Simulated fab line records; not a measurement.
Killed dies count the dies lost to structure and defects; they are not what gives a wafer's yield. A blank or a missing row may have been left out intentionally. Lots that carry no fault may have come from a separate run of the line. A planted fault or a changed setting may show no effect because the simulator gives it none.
fab line records | flow n5-finfet
record lots=5 | wafers=15 | last-day=20
route steps=1938 shown BEOL_M4@1099 BEOL_M5@1112 PASSIVATION@1936
lots that met no fault: taken from a fault-free run of the same line
start-h: the number of hours between the record's first day and the start of the first shown wafer of the lot | wait-h: hours since the lot's step before | " repeats the value in the row above | L1.1+2: one row covering several wafers at once | - no value, or no start given | * or withheld: withheld | < > ~ a bound
route shown NAME@n: a module of which the file shows steps, and the number in the route of the first | usual: average and standard deviation across the fault-free wafers | same: alike in all rows | chamber/n: place in a boat | sites: readings site by site | _std_site: their standard deviation | _edge_site: the outer-site mean with the inner-site mean subtracted | radius-mm: for every site, how far away it sits from the centre of the wafer | mask NAME#n: copy n | behind: tool/chamber where the wafer was last shaped | hold: why the lot was held/for how many hours/how that ended | device: which transistor (n, p or np) failed to switch | end of line: at the end of the route, the tests of the same wafers | a step given without rows: its recipe and nothing more | killed: the dies lost at the first sort to structure and to defects; this is not the yield of the wafer | map: dies across one wafer; x = killed, . = not, _ = none there
set.NAME: the setting as run; set.NAME@STEP: as run at that earlier step | model.NAME: the simulator's own value behind a step, which no gauge read
lots at some steps of the route; a table a step, a row a wafer
services: the hour from which a tool's chamber was out of use, counted from the record's first day as start-h (under 0 if before that day), plus the number of hours and why
## steps
# step N5_BEOL_M4_ANNEAL_95
# recipe temp-c=400 | time-s=240 | ambient=vacuum
# step N5_BEOL_M4_SPUTTER_96
# recipe material=Cu | target-thk-a=45 | temp-c=-20 | chamber-pressure-pa=0.07 | power-w=withheld | time-s=8.29
# step N5_BEOL_M4_ECD_50
# recipe material=Cu | target-thk-a=3000
# step N5_BEOL_M4_ANNEAL_51
# recipe temp-c=225 | time-s=90 | ambient=N2
# step N5_BEOL_M4_CMP_52
# recipe stop-on=SiOC | t-overpolish-s=6.8 | down-force-psi=1 | platen-rpm=50 | clearing-platen-down-force-psi=1.5 | clearing-platen-rpm=50 | post-cmp-clean=cu-alkaline | target-thk-nm=40 | clearing-platen-pad-velocity-m-s=0.99484 | pad-velocity-m-s=0.99484
# step N5_BEOL_M4_PRE_CLEAN_60
# recipe gas=NH3/H2 | time-s=15 | temp-c=* | rf-power-w=300
# step N5_BEOL_M4_CO_CAP_55
# recipe material=Co | target-thk-a=20 | temp-c=200 | precursor=CCTBA/H2 | pressure-torr=30 | time-s=102.1
# step N5_BEOL_M4_PRE_CLEAN_56
# recipe gas=NH3 | time-s=15 | temp-c=withheld | rf-power-w=300
# step N5_BEOL_M4_DEP_57
# recipe material=SiCN | target-thk-a=80 | temp-c=withheld | precursor=3MS/NH3 | pressure-torr=3 | rf-w=202 | time-s=14
# step N5_BEOL_M4_RC_MEAS_101
# usual DIBL_N=36.5/2.1 | DIBL_P=36.6/2.6 | IOFF_N=0.17/0.044 | IOFF_P=0.21/0.048 | ION_N=674/17 | ION_P=462/9.5 | SS_N=71.6/0.77 | SS_P=73.5/0.72 | VT_N=250/4.2 | VT_P=-250/3.9
lot.wafer | tool      | chamber | start-h | wait-h | DIBL_N[mV/V] | DIBL_P[mV/V] | IOFF_N[nA/um] | IOFF_P[nA/um] | ION_N[uA/um] | ION_P[uA/um] | SS_N[mV/dec] | SS_P[mV/dec] | VT_N[mV] | VT_P[mV]
L872.2    | prober-01 | 0       | 270.41  | 0.2    | 37.6         | 36.7         | 0.15          | 0.22          | 652          | 452          | 72.1         | 74.1         | 254      | -248
L872.3    | "         | 0       | "       | "      | 37.2         | 36.9         | 0.14          | 0.21          | 651          | 453          | 71.4         | 73.9         | 253      | -250
L872.5    | "         | 0       | "       | "      | 37.4         | 37.4         | 0.15          | 0.22          | 666          | 460          | 71.6         | 73.6         | 252      | -247
L873.3    | prober-01 | 0       | 276.03  | 0.3    | 38.7         | 40.4         | 0.24          | 0.26          | 685          | 466          | 71.9         | 74.7         | 247      | -251
L873.5    | "         | 0       | "       | "      | 34.3         | 34.4         | 0.13          | 0.17          | 661          | 453          | 71.3         | 72.4         | 255      | -257
L873.6    | "         | 0       | "       | "      | 34.7         | 35.8         | 0.15          | 0.19          | 678          | 462          | 70.9         | 73.5         | 250      | -255
L876.3    | prober-02 | 0       | 278.24  | 0.3    | 33.7         | 33.3         | 0.11          | 0.16          | 637          | 446          | 70.9         | 72.8         | 257      | -258
L876.4    | "         | 0       | "       | "      | 40.4         | 39.2         | 0.28          | 0.24          | 678          | 456          | 73.8         | 74.6         | 247      | -252
L876.5    | "         | 0       | "       | "      | 36.2         | 33.4         | 0.16          | 0.16          | 656          | 443          | 73.5         | 72.9         | 258      | -256
L875.3    | prober-01 | 0       | 288.53  | 0.3    | 37.6         | 37.2         | 0.18          | 0.20          | 678          | 458          | 71.9         | 73.1         | 249      | -251
L875.5    | "         | 0       | "       | "      | 35.9         | 35.8         | 0.17          | 0.20          | 695          | 473          | 71.0         | 73.6         | 244      | -250
L875.6    | "         | 0       | "       | "      | 36.9         | 36.7         | 0.16          | 0.21          | 684          | 462          | 71.3         | 73.8         | 251      | -253
L883.1    | prober-02 | 0       | 345.98  | 0.0    | 38.3         | 40.5         | 0.25          | 0.38          | 690          | 478          | 72.9         | 74.8         | 242      | -240
L883.3    | "         | 0       | "       | "      | 35.2         | 33.6         | 0.15          | 0.20          | 658          | 449          | 72.6         | 72.4         | 251      | -249
L883.6    | "         | 0       | "       | "      | 37.8         | 39.6         | 0.23          | 0.31          | 710          | 485          | 72.4         | 74.4         | 244      | -243
# step N5_BEOL_M5_ILD_DEP_00
# recipe material=SiCOH_lowk | target-thk-a=1406.4 | temp-c=300 | precursor=DEMS/porogen | pressure-torr=5 | rf-w=500 | time-s=25.9
# usual heater-power-w=381/66 | showerhead-plenum-p-Torr=5.746/0.016 | throttle-valve-pct=14.0/1
lot.wafer | tool     | chamber | start-h | wait-h | heater-power-w | showerhead-plenum-p-Torr | throttle-valve-pct | model.SiCOH_lowk_of_BEOL_M5_ILD_DEP_00.thk-nm
L872.2    | pecvd-03 | 1       | 271.22  | 0.7    | 339            | 5.756                    | 13.3               | 139.2
L872.3    | "        | 0       | "       | "      | 417            | 5.773                    | 16.3               | 137
L872.5    | "        | 1       | "       | "      | 324            | 5.749                    | 13.2               | 140.8
L873.3    | pecvd-03 | 2       | 276.69  | 0.5    | 518            | 5.719                    | 13.8               | 49.6
L873.5    | "        | 1       | "       | "      | 335            | 5.766                    | 13.4               | 51.8
L873.6    | "        | 0       | "       | "      | 417            | 5.762                    | 16.0               | 141.8
L876.3    | pecvd-03 | 1       | 278.89  | 0.5    | 286            | 5.748                    | 13.0               | 50.8
L876.4    | "        | 2       | "       | "      | 499            | 5.711                    | 13.7               | 141.8
L876.5    | "        | 1       | "       | "      | 283            | 5.758                    | 13.1               | 52.2
L875.3    | pecvd-03 | 0       | 289.18  | 0.5    | 435            | 5.780                    | 16.3               | 46.6
L875.5    | "        | 1       | "       | "      | 323            | 5.749                    | 13.3               | 49.8
L875.6    | "        | 0       | "       | "      | 342            | 5.762                    | 16.5               | 140.8
L883.1    | pecvd-02 | 2       | 346.95  | 0.8    | 420            | 5.749                    | 12.6               | 136.6
L883.3    | "        | 0       | "       | "      | 441            | 5.765                    | 14.3               | 139.4
L883.6    | "        | 2       | "       | "      | 415            | 5.751                    | 12.1               | 140.6
# step N5_BEOL_M5_CURE_79
# recipe temp-c=385 | time-s=240 | ambient=He/Ar | material=SiCOH_lowk
# step N5_BEOL_M5_THK_MEAS_01
# recipe reads=SiCOH_lowk_of_BEOL_M5_ILD_DEP_00
# usual M5_ILD_THK=119.9/1.6
lot.wafer | tool          | chamber | start-h | wait-h | M5_ILD_THK[nm]
L872.2    | film-metro-02 | -       | 271.81  | 0.4    | 119.7
L872.3    | "             | -       | "       | "      | 117.8
L872.5    | "             | -       | "       | "      | 121.3
L873.3    | film-metro-02 | -       | 277.26  | 0.3    | 42.4
L873.5    | "             | -       | "       | "      | 44.4
L873.6    | "             | -       | "       | "      | 121.9
L876.3    | film-metro-02 | -       | 279.94  | 0.5    | 43.4
L876.4    | "             | -       | "       | "      | 122.0
L876.5    | "             | -       | "       | "      | 44.6
L875.3    | film-metro-01 | -       | 289.75  | 0.3    | 39.9
L875.5    | "             | -       | "       | "      | 42.5
L875.6    | "             | -       | "       | "      | 121.1
L883.1    | film-metro-02 | -       | 347.53  | 0.4    | 117.6
L883.3    | "             | -       | "       | "      | 119.8
L883.6    | "             | -       | "       | "      | 120.9
# step N5_BEOL_M5_PECVD_70
# recipe material=SiO2 | target-thk-a=160 | temp-c=400 | precursor=TEOS/O2 | pressure-torr=5.5 | rf-w=450 | teos-flow-sccm=53.8 | gas=O2 | flow-sccm=3000 | time-s=18
# step N5_BEOL_M5_HM_DEP_02
# recipe material=TiN | target-thk-a=200 | temp-c=25 | chamber-pressure-pa=0.49996
# step N5_BEOL_M5_COAT_59
# recipe resist=SOC | temp-c=250 | time-s=60 | spin-rpm=1500 | resist-thk-nm=60
# step N5_BEOL_M5_COAT_60
# recipe resist=SiARC | temp-c=220 | time-s=60 | spin-rpm=1500 | resist-thk-nm=12
# step N5_BEOL_M5_COAT_71
# recipe resist=underlayer | temp-c=205 | time-s=60 | spin-rpm=1500 | resist-thk-nm=5
# step N5_BEOL_M5_COAT_05
# recipe resist=CAR-EUV | spin-rpm=1500 | resist-thk-nm=30
# step N5_BEOL_M5_EBR_07
# recipe solvent=PGMEA | ebr-width-mm=1.5
# step N5_BEOL_M5_SOFTBAKE_06
# recipe temp-c=110 | time-s=60 | resist=CAR-EUV
# step N5_BEOL_M5_EXPOSE_08
# recipe mask-id=M5 | na=0.33 | source-shape=annular | sigma-inner=0.4 | sigma-outer=0.8 | polarization=unpolarized | target-cd-nm=28 | dose-mj=35.75
# step N5_BEOL_M5_PEB_09
# recipe peb-temp-c=100 | peb-time-s=60 | resist=CAR-EUV
# step N5_BEOL_M5_DEVELOP_10
# recipe develop-time-s=30 | developer=TMAH | resist=CAR-EUV | rinse-liquid=surfactant-rinse | dry=air-spin | dev-temp-c=23
# step N5_BEOL_M5_DESCUM_16
# recipe chemistry=O2 | time-s=7 | source-power-w=50 | bias-power-w=20 | pressure-mtorr=20 | rf-frequency-hz=2.712e+07 | temp-c=40 | resist=CAR-EUV | o2-flow-sccm=225
# step N5_BEOL_M5_ETCH_72
# recipe chemistry=N2/H2 | target=underlayer | target-depth-a=65 | mask-material=CAR-EUV | time-s=5.2 | ion-energy-ev=200 | pressure-mtorr=30 | source-w=840 | bias-w=150 | n2-flow-sccm=200 | h2-flow-sccm=200 | ends=cleared
# step N5_BEOL_M5_ETCH_61
# recipe chemistry=CF4 | target=SiARC | target-depth-a=156 | mask-material=CAR-EUV | time-s=26 | ion-energy-ev=80 | pressure-mtorr=40 | source-w=545 | bias-w=36 | Ar_flow_sccm=100 | cf4-flow-sccm=100 | ends=cleared
# step N5_BEOL_M5_ETCH_62
# recipe chemistry=N2/H2 | target=SOC | target-depth-a=750 | overetch-a=150 | mask-material=SiARC | temp-c=40 | time-s=112.5 | ion-energy-ev=200 | pressure-mtorr=30 | source-w=840 | bias-w=150 | n2-flow-sccm=200 | h2-flow-sccm=200
# step N5_BEOL_M5_STRIP_63
# recipe chemistry=N2/H2 | temp-c=40 | n2-flow-sccm=200 | h2-flow-sccm=200 | rf-frequency-hz=6e+07
# step N5_BEOL_M5_STRIP_73
# recipe chemistry=N2/H2 | temp-c=40 | n2-flow-sccm=200 | h2-flow-sccm=200 | rf-frequency-hz=6e+07
# step N5_BEOL_M5_STRIP_64
# recipe chemistry=CF4 | resist=SiARC | power-w=300 | bias-power-w=75 | pressure-mtorr=50 | cf4-flow-sccm=150 | rf-frequency-hz=6e+07
# step N5_BEOL_M5_HM_OPEN_17
# recipe chemistry=Cl2/BCl3 | target-depth-a=200 | overetch-a=60 | target=TiN | mask-material=SOC | ion-energy-ev=150 | pressure-mtorr=10 | icp-w=1000 | bias-w=126 | Cl2_flow_sccm=53.25 | bcl3-flow-sccm=21.75 | Ar_flow_sccm=25
# step N5_BEOL_M5_STRIP_19
# recipe chemistry=O2 | power-w=400 | temp-c=40 | pressure-mtorr=30 | rf-frequency-hz=6e+07 | bias-power-w=0 | overash-fraction=0.2 | o2-flow-sccm=225
# step N5_BEOL_M5_COAT_65
# recipe resist=SOC | temp-c=250 | time-s=60 | spin-rpm=1500 | resist-thk-nm=60
# step N5_BEOL_M5_COAT_66
# recipe resist=SiARC | temp-c=220 | time-s=60 | spin-rpm=1500 | resist-thk-nm=12
# step N5_BEOL_M5_CMP_52
# recipe stop-on=SiCOH_lowk | t-overpolish-s=6.9 | down-force-psi=1 | platen-rpm=50 | clearing-platen-down-force-psi=1.5 | clearing-platen-rpm=50 | post-cmp-clean=cu-alkaline | target-thk-nm=62 | clearing-platen-pad-velocity-m-s=0.99484 | pad-velocity-m-s=0.99484
# usual motor-current-A=6.1/0.73 | pad-life-wafers=1262/410
lot.wafer | tool   | chamber | start-h | wait-h | motor-current-A | pad-life-wafers | model.SiCOH_lowk_of_BEOL_M5_ILD_DEP_00.thk-nm
L872.2    | cmp-01 | 1       | 282.37  | 0.2    | 5.2             | 1315            | 116.8
L872.3    | "      | 3       | "       | "      | 5.9             | 1317            | 114.8
L872.5    | "      | 0       | "       | "      | 6.8             | -               | 118.2
L873.3    | cmp-04 | 3       | 289.01  | 0.2    | 6.6             | 1304            | 39.4
L873.5    | "      | 1       | "       | "      | 6.9             | -               | 41.4
L873.6    | "      | 2       | "       | "      | 5.2             | -               | 119
L876.4    | cmp-01 | 1       | 296.85  | 0.2    | 5.6             | 1442            | 119
L876.3    | "      | 2       | "       | "      | 6.1             | 1443            | 40.4
L876.5    | "      | 0       | "       | "      | 7.0             | -               | 41.6
L875.3    | cmp-04 | 3       | 303.99  | 0.3    | 6.3             | 1431            | 36.8
L875.6    | "      | 0       | "       | "      | 6.1             | -               | 118
L875.5    | "      | 1       | "       | "      | 6.5             | -               | 39.6
L883.3    | cmp-04 | 3       | 359.39  | 0.2    | 6.5             | 1770            | 117
L883.1    | "      | 1       | "       | "      | 6.8             | 1772            | 114.6
L883.6    | "      | 3       | "       | "      | 6.7             | -               | 118
# step N5_PASSIVATION_PROBE_49
# usual defect-limited-yield=91.2/1.5 | killed_at_M0_to_M3=36/10 | killed_at_M4_up=14/5.2 | killed-at-contacts=12/6 | killed-at-front-end=37/10 | killed-at-other=4/3.3 | killed-dies=104/18 | killed-on-rim=14/4.1 | killed-open=68/14 | killed-short=34/7.4 | sort_bin_4_leakage=0.01/0.04 | sort_bin_5_function=5.2/1 | sort_bin_6_memory=3.3/0.7 | sort-n-pass=1076/18 | sort-yield-pct=91.2/1.5
# same gross-dies=1180 | killed-at-back-side=0 | sort_bin_8_speed[%]=0
lot.wafer | tool      | chamber | start-h | wait-h | defect-limited-yield[%] | killed_at_M0_to_M3 | killed_at_M4_up | killed-at-contacts | killed-at-front-end | killed-at-other | killed-dies | killed-on-rim | killed-open | killed-short | sort_bin_4_leakage[%] | sort_bin_5_function[%] | sort_bin_6_memory[%] | sort-n-pass | sort-yield-pct[%]
L872.2    | prober-01 | -       | 375.65  | 0.1    | 91.3                    | 30                 | 14              | 10                 | 41                  | 8               | 103         | 15            | 65          | 37           | 0                     | 4.4                    | 4.0                  | 1077        | 91.3
L872.3    | prober-01 | -       | 375.70  | 0.1    | 90.9                    | 25                 | 10              | 15                 | 56                  | 1               | 107         | 18            | 63          | 43           | 0                     | 5.6                    | 3.1                  | 1073        | 90.9
L872.5    | prober-01 | -       | 375.80  | 0.2    | 93.2                    | 33                 | 8               | 10                 | 23                  | 6               | 80          | 16            | 45          | 32           | 0                     | 4.2                    | 2.1                  | 1100        | 93.2
L873.3    | prober-01 | -       | 388.79  | 0.1    | 0.1                     | 41                 | 1087            | 7                  | 43                  | 1               | 1179        | 152           | 66          | 33           | 0                     | 5.9                    | 2.3                  | 1           | 0.1
L873.5    | prober-01 | -       | 388.89  | 0.2    | 0                       | 34                 | 1083            | 7                  | 54                  | 2               | 1180        | 152           | 68          | 40           | 0                     | 7.0                    | 2.1                  | 0           | 0
L876.3    | prober-01 | -       | 400.61  | 0.1    | 0                       | 38                 | 1092            | 9                  | 40                  | 1               | 1180        | 152           | 66          | 32           | 0                     | 5.2                    | 2.8                  | 0           | 0
L876.5    | prober-01 | -       | 400.71  | 0.2    | 0                       | 33                 | 1085            | 16                 | 46                  | 0               | 1180        | 152           | 72          | 36           | 0                     | 5.0                    | 3.9                  | 0           | 0
L875.3    | prober-01 | -       | 401.30  | 0.1    | 0                       | 30                 | 1083            | 14                 | 48                  | 5               | 1180        | 152           | 76          | 35           | 0                     | 5.0                    | 4.1                  | 0           | 0
L875.5    | prober-01 | -       | 401.40  | 0.2    | 0                       | 30                 | 1085            | 15                 | 41                  | 9               | 1180        | 152           | 71          | 35           | 0                     | 5.6                    | 3.5                  | 0           | 0
L875.6    | prober-01 | -       | 401.45  | 0.3    | 91.8                    | 36                 | 13              | 17                 | 25                  | 6               | 97          | 12            | 67          | 29           | 0                     | 3.7                    | 4.1                  | 1083        | 91.8
L883.1    | prober-02 | -       | 488.66  | 0.0    | 90.1                    | 42                 | 8               | 25                 | 28                  | 14              | 117         | 16            | 82          | 32           | 0.08                  | 5.6                    | 3.9                  | 1062        | 90.0
L883.3    | prober-02 | -       | 488.76  | 0.1    | 92.6                    | 35                 | 7               | 27                 | 16                  | 2               | 87          | 9             | 65          | 21           | 0                     | 4.9                    | 2.2                  | 1093        | 92.6
L883.6    | prober-02 | -       | 488.91  | 0.3    | 88.9                    | 55                 | 11              | 9                  | 43                  | 13              | 131         | 20            | 74          | 47           | 0                     | 6.5                    | 4.4                  | 1049        | 88.9
# killed by level:class
L872.2 FIN_SAQP:geometric-particle:open=14 GATE_CUT:geometric-particle:short=9 BEOL_M0_SAQP:geometric-particle:open=9 BEOL_M4:geometric-particle:open=7 BEOL_M0_SAQP:geometric-particle:short=7 MOL_CONTACT_COAG:geometric-particle:open=6 BEOL_M3:geometric-particle:open=6 MIM_BOT:geometric-particle:open=6
L872.3 FIN_SAQP:geometric-particle:short=17 MOL_CONTACT_COAG:geometric-particle:open=12 GATE_CUT:geometric-particle:short=11 FIN_SAQP:geometric-particle:open=9 BEOL_M2:geometric-particle:open=7 BEOL_M0_SAQP:geometric-particle:open=5 ILD0:geometric-particle:open=4 GATE_CUT:geometric-particle:open=4
L872.5 BEOL_M0_SAQP:geometric-particle:short=9 FIN_SAQP:geometric-particle:short=8 MOL_CONTACT_COAG:geometric-particle:open=7 BEOL_M0_SAQP:geometric-particle:open=7 BEOL_M2:geometric-particle:open=7 BEOL_M5:geometric-particle:open=5 FIN_SAQP:geometric-particle:open=4 MOL_CONTACT_COAG:geometric-particle:short=3
L873.3 BEOL_M5:area-dep=1080 BEOL_M0_SAQP:geometric-particle:short=10 STI_FIN_REVEAL:geometric-particle:open=10 BEOL_M3:geometric-particle:open=9 FIN_SAQP:geometric-particle:open=8 BEOL_M0_SAQP:geometric-particle:open=8 STI_FIN_REVEAL:geometric-particle:short=7 MOL_CONTACT_COAG:geometric-particle:open=7
L873.5 BEOL_M5:area-dep=1070 STI_FIN_REVEAL:geometric-particle:open=13 FIN_SAQP:geometric-particle:short=10 FIN_SAQP:geometric-particle:open=8 BEOL_M3:geometric-particle:open=8 BEOL_M0_SAQP:geometric-particle:short=7 DUMMY_GATE:geometric-particle:open=6 STARTING-WAFER:geometric-particle:short=6
L876.3 BEOL_M5:area-dep=1081 STI_FIN_REVEAL:geometric-particle:open=15 BEOL_M0_SAQP:geometric-particle:open=14 MOL_CONTACT_COAG:geometric-particle:open=9 BEOL_M0_SAQP:geometric-particle:short=9 BEOL_M2:geometric-particle:open=6 ILD0:geometric-particle:short=5 FIN_SAQP:geometric-particle:short=4
L876.5 BEOL_M5:area-dep=1070 MOL_CONTACT_COAG:geometric-particle:open=13 BEOL_M0_SAQP:geometric-particle:open=10 STI_FIN_REVEAL:geometric-particle:open=9 GATE_CUT:geometric-particle:short=8 BEOL_M0_SAQP:geometric-particle:short=7 FIN_SAQP:geometric-particle:open=6 BEOL_M1:geometric-particle:open=6
L875.3 BEOL_M5:area-dep=1068 BEOL_M0_SAQP:geometric-particle:open=15 MOL_CONTACT_COAG:geometric-particle:open=12 FIN_SAQP:geometric-particle:open=11 FIN_SAQP:geometric-particle:short=11 BEOL_M4:geometric-particle:open=8 STI_FIN_REVEAL:geometric-particle:open=8 BEOL_M0_SAQP:geometric-particle:short=8
L875.5 BEOL_M5:area-dep=1070 MOL_CONTACT_COAG:geometric-particle:open=12 STI_FIN_REVEAL:geometric-particle:open=10 BEOL_M0_SAQP:geometric-particle:short=9 FIN_SAQP:geometric-particle:open=8 BEOL_M0_SAQP:geometric-particle:open=8 FIN_SAQP:geometric-particle:short=5 STI_FIN_REVEAL:geometric-particle:short=5
L875.6 MOL_CONTACT_COAG:geometric-particle:open=16 BEOL_M0_SAQP:geometric-particle:short=12 BEOL_M0_SAQP:geometric-particle:open=12 BEOL_M4:geometric-particle:open=9 BEOL_M3:geometric-particle:open=8 GATE_CUT:geometric-particle:short=4 STI_FIN_REVEAL:geometric-particle:open=3 STARTING-WAFER:geometric-particle:short=3
L883.1 MOL_CONTACT_COAG:geometric-particle:open=25 FIN_SAQP:geometric-particle:open=11 BEOL_M0_SAQP:geometric-particle:short=11 BEOL_M2:geometric-particle:open=9 BEOL_M0_SAQP:geometric-particle:open=8 BEOL_M3:geometric-particle:open=6 STI_FIN_REVEAL:geometric-particle:open=4 MIM_TOP_ETCH:geometric-particle:open=4
L883.3 MOL_CONTACT_COAG:geometric-particle:open=22 BEOL_M2:geometric-particle:open=7 FIN_SAQP:geometric-particle:open=6 BEOL_M1:geometric-particle:open=6 BEOL_M0_SAQP:geometric-particle:open=6 STI_FIN_REVEAL:geometric-particle:open=5 MOL_CONTACT_COAG:geometric-particle:short=5 BEOL_M0_SAQP:geometric-particle:short=5
L883.6 BEOL_M0_SAQP:geometric-particle:open=16 BEOL_M0_SAQP:geometric-particle:short=15 FIN_SAQP:geometric-particle:short=14 FIN_SAQP:geometric-particle:open=12 PASSIVATION:area-etch=8 DUMMY_GATE:geometric-particle:open=6 MOL_CONTACT_COAG:geometric-particle:open=6 BEOL_M3:geometric-particle:open=6
# map L873.5 (x killed, . not)
_________________xxxxxxxxxxxx________________
______________xxxxxxxxxxxxxxxxxx_____________
___________xxxxxxxxxxxxxxxxxxxxxxxx__________
__________xxxxxxxxxxxxxxxxxxxxxxxxxx_________
________xxxxxxxxxxxxxxxxxxxxxxxxxxxxxx_______
_______xxxxxxxxxxxxxxxxxxxxxxxxxxxxxxxx______
______xxxxxxxxxxxxxxxxxxxxxxxxxxxxxxxxxx_____
_____xxxxxxxxxxxxxxxxxxxxxxxxxxxxxxxxxxxx____
____xxxxxxxxxxxxxxxxxxxxxxxxxxxxxxxxxxxxxx___
___xxxxxxxxxxxxxxxxxxxxxxxxxxxxxxxxxxxxxxxx__
___xxxxxxxxxxxxxxxxxxxxxxxxxxxxxxxxxxxxxxxx__
__xxxxxxxxxxxxxxxxxxxxxxxxxxxxxxxxxxxxxxxxxx_
__xxxxxxxxxxxxxxxxxxxxxxxxxxxxxxxxxxxxxxxxxx_
_xxxxxxxxxxxxxxxxxxxxxxxxxxxxxxxxxxxxxxxxxxxx
_xxxxxxxxxxxxxxxxxxxxxxxxxxxxxxxxxxxxxxxxxxxx
_xxxxxxxxxxxxxxxxxxxxxxxxxxxxxxxxxxxxxxxxxxxx
_xxxxxxxxxxxxxxxxxxxxxxxxxxxxxxxxxxxxxxxxxxxx
_xxxxxxxxxxxxxxxxxxxxxxxxxxxxxxxxxxxxxxxxxxxx
_xxxxxxxxxxxxxxxxxxxxxxxxxxxxxxxxxxxxxxxxxxxx
_xxxxxxxxxxxxxxxxxxxxxxxxxxxxxxxxxxxxxxxxxxxx
_xxxxxxxxxxxxxxxxxxxxxxxxxxxxxxxxxxxxxxxxxxxx
__xxxxxxxxxxxxxxxxxxxxxxxxxxxxxxxxxxxxxxxxxx_
__xxxxxxxxxxxxxxxxxxxxxxxxxxxxxxxxxxxxxxxxxx_
___xxxxxxxxxxxxxxxxxxxxxxxxxxxxxxxxxxxxxxxx__
___xxxxxxxxxxxxxxxxxxxxxxxxxxxxxxxxxxxxxxxx__
____xxxxxxxxxxxxxxxxxxxxxxxxxxxxxxxxxxxxxx___
_____xxxxxxxxxxxxxxxxxxxxxxxxxxxxxxxxxxxx____
______xxxxxxxxxxxxxxxxxxxxxxxxxxxxxxxxxx_____
_______xxxxxxxxxxxxxxxxxxxxxxxxxxxxxxxx______
________xxxxxxxxxxxxxxxxxxxxxxxxxxxxxx_______
__________xxxxxxxxxxxxxxxxxxxxxxxxxx_________
___________xxxxxxxxxxxxxxxxxxxxxxxx__________
______________xxxxxxxxxxxxxxxxxx_____________
_________________xxxxxxxxxxxx________________
# map L875.3 (x killed, . not)
_________________xxxxxxxxxxxx________________
______________xxxxxxxxxxxxxxxxxx_____________
___________xxxxxxxxxxxxxxxxxxxxxxxx__________
__________xxxxxxxxxxxxxxxxxxxxxxxxxx_________
________xxxxxxxxxxxxxxxxxxxxxxxxxxxxxx_______
_______xxxxxxxxxxxxxxxxxxxxxxxxxxxxxxxx______
______xxxxxxxxxxxxxxxxxxxxxxxxxxxxxxxxxx_____
_____xxxxxxxxxxxxxxxxxxxxxxxxxxxxxxxxxxxx____
____xxxxxxxxxxxxxxxxxxxxxxxxxxxxxxxxxxxxxx___
___xxxxxxxxxxxxxxxxxxxxxxxxxxxxxxxxxxxxxxxx__
___xxxxxxxxxxxxxxxxxxxxxxxxxxxxxxxxxxxxxxxx__
__xxxxxxxxxxxxxxxxxxxxxxxxxxxxxxxxxxxxxxxxxx_
__xxxxxxxxxxxxxxxxxxxxxxxxxxxxxxxxxxxxxxxxxx_
_xxxxxxxxxxxxxxxxxxxxxxxxxxxxxxxxxxxxxxxxxxxx
_xxxxxxxxxxxxxxxxxxxxxxxxxxxxxxxxxxxxxxxxxxxx
_xxxxxxxxxxxxxxxxxxxxxxxxxxxxxxxxxxxxxxxxxxxx
_xxxxxxxxxxxxxxxxxxxxxxxxxxxxxxxxxxxxxxxxxxxx
_xxxxxxxxxxxxxxxxxxxxxxxxxxxxxxxxxxxxxxxxxxxx
_xxxxxxxxxxxxxxxxxxxxxxxxxxxxxxxxxxxxxxxxxxxx
_xxxxxxxxxxxxxxxxxxxxxxxxxxxxxxxxxxxxxxxxxxxx
_xxxxxxxxxxxxxxxxxxxxxxxxxxxxxxxxxxxxxxxxxxxx
__xxxxxxxxxxxxxxxxxxxxxxxxxxxxxxxxxxxxxxxxxx_
__xxxxxxxxxxxxxxxxxxxxxxxxxxxxxxxxxxxxxxxxxx_
___xxxxxxxxxxxxxxxxxxxxxxxxxxxxxxxxxxxxxxxx__
___xxxxxxxxxxxxxxxxxxxxxxxxxxxxxxxxxxxxxxxx__
____xxxxxxxxxxxxxxxxxxxxxxxxxxxxxxxxxxxxxx___
_____xxxxxxxxxxxxxxxxxxxxxxxxxxxxxxxxxxxx____
______xxxxxxxxxxxxxxxxxxxxxxxxxxxxxxxxxx_____
_______xxxxxxxxxxxxxxxxxxxxxxxxxxxxxxxx______
________xxxxxxxxxxxxxxxxxxxxxxxxxxxxxx_______
__________xxxxxxxxxxxxxxxxxxxxxxxxxx_________
___________xxxxxxxxxxxxxxxxxxxxxxxx__________
______________xxxxxxxxxxxxxxxxxx_____________
_________________xxxxxxxxxxxx________________
## services
tool     | chamber | start-h | hours | kind
pecvd-03 | -       | 255.03  | 14.6  | pm
cmp-01   | -       | 269.12  | 8.4   | pm
pecvd-02 | -       | 270.32  | 28.1  | pm
cmp-01   | -       | 278.95  | 0.5   | repair
pecvd-03 | 0       | 280.98  | 5.5   | scheduled-down
pecvd-03 | 0       | 307.10  | 28.4  | repair
pecvd-02 | 1       | 319.53  | 5.5   | scheduled-down
cmp-01   | -       | 325.02  | 0.8   | repair
cmp-04   | -       | 346.47  | 12.1  | pm
## key
first-sign step=N5_BEOL_M5_THK_MEAS_01 | reading=M5_ILD_THK | direction=down | sigmas=47 | usual=119.9 | struck=42.9
effect step=N5_PASSIVATION_PROBE_49 | reading=killed_at_M4_up | direction=up | sigmas=99+ | usual=14 | struck=1086
model-effect step=N5_BEOL_M5_ILD_DEP_00 | value=SiCOH_lowk_of_BEOL_M5_ILD_DEP_00.thk-nm | without=141 | struck=50.13
model-effect step=N5_BEOL_M5_CMP_52 | value=SiCOH_lowk_of_BEOL_M5_ILD_DEP_00.thk-nm | without=118.3 | struck=39.87
more-kills-born-at N5_BEOL_M5_ILD_DEP_00@pecvd-03=6439
met-at N5_BEOL_M5_ILD_DEP_00
struck-wafers L873.3,L873.5,L875.3,L875.5,L876.3,L876.5
later-rows-left-out L873.3,L873.5,L875.3,L875.5,L876.3,L876.5
onset-between 271.22 276.69
fault kind=process-parameter-drift | tool=pecvd-03 | chamber=- | onset-h=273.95 | steps=N5_BEOL_M5_ILD_DEP_00 | channel=time-s | offset=* | shape=step | end-h=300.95 | scope=struck-wafers-only | acts-in=* | stated=*
# later-rows-left-out: the simulator's readings of these wafers behind a module that went badly wrong aren't trusted and aren't shown, but for the sort
